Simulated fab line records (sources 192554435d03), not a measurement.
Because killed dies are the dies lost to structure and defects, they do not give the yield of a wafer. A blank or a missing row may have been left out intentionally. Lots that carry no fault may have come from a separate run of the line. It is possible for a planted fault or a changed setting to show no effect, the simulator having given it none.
Matching of chambers ; flow n5_finfet ; rie_diel-01 running N5_BEOL_M10_DESCUM_16: 4 sister chambers
The step chemistry O2, time 7.9 s. 8 wafers are shown with their chamber, then 8 later ones without.

EACH WAFER AND ITS CHAMBER
wafer;chamber;showerhead_plenum_p_Torr (Torr);drypump_motor_current_A (A)
L078.1;3;2.08;5.6
L085.2;2;2.01;6.2
L085.3;0;2.19;5.8
L085.6;2;2.01;6.2
L090.1;1;2.10;5.8
L090.4;0;2.19;5.7
L090.5;3;2.07;5.6
L093.1;1;2.10;5.8

WAFERS WHOSE CHAMBER IS MISSING
wafer;showerhead_plenum_p_Torr (Torr);drypump_motor_current_A (A)
L093.3;2.07;5.6
L093.5;2.07;5.6
L096.1;2.18;5.7
L096.2;2.07;5.6
L096.3;2.09;5.7
L097.4;2.18;5.7
L097.5;2.09;5.8
L097.6;2.07;5.6

CHAMBER TAKEN BY EACH
wafer;from the rows above;in truth
L093.3;3;3
L093.5;3;3
L096.1;0;0
L096.2;3;3
L096.3;can't be placed: 1 or 3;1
L097.4;0;0
L097.5;1;1
L097.6;3;3
Correctly placed: 7 of 8. From these rows, 1 cannot be placed; in 1 the true chamber is one of the candidates. 0 placed wrongly.
How it was worked out, from the rows above alone: a wafer's distance from a chamber is the root of the sum, over the readings, of the square of ((its reading less the chamber's mean) divided by the reading's scatter). The wafer belongs to the nearest chamber; if the next one is less than 2 further off, it can't be placed. Each chamber's mean is taken over the wafers shown for it. The scatter is the square root of a quotient: the sum, over the shown wafers, of each reading's squared deviation from its chamber's mean, divided by wafers minus chambers.
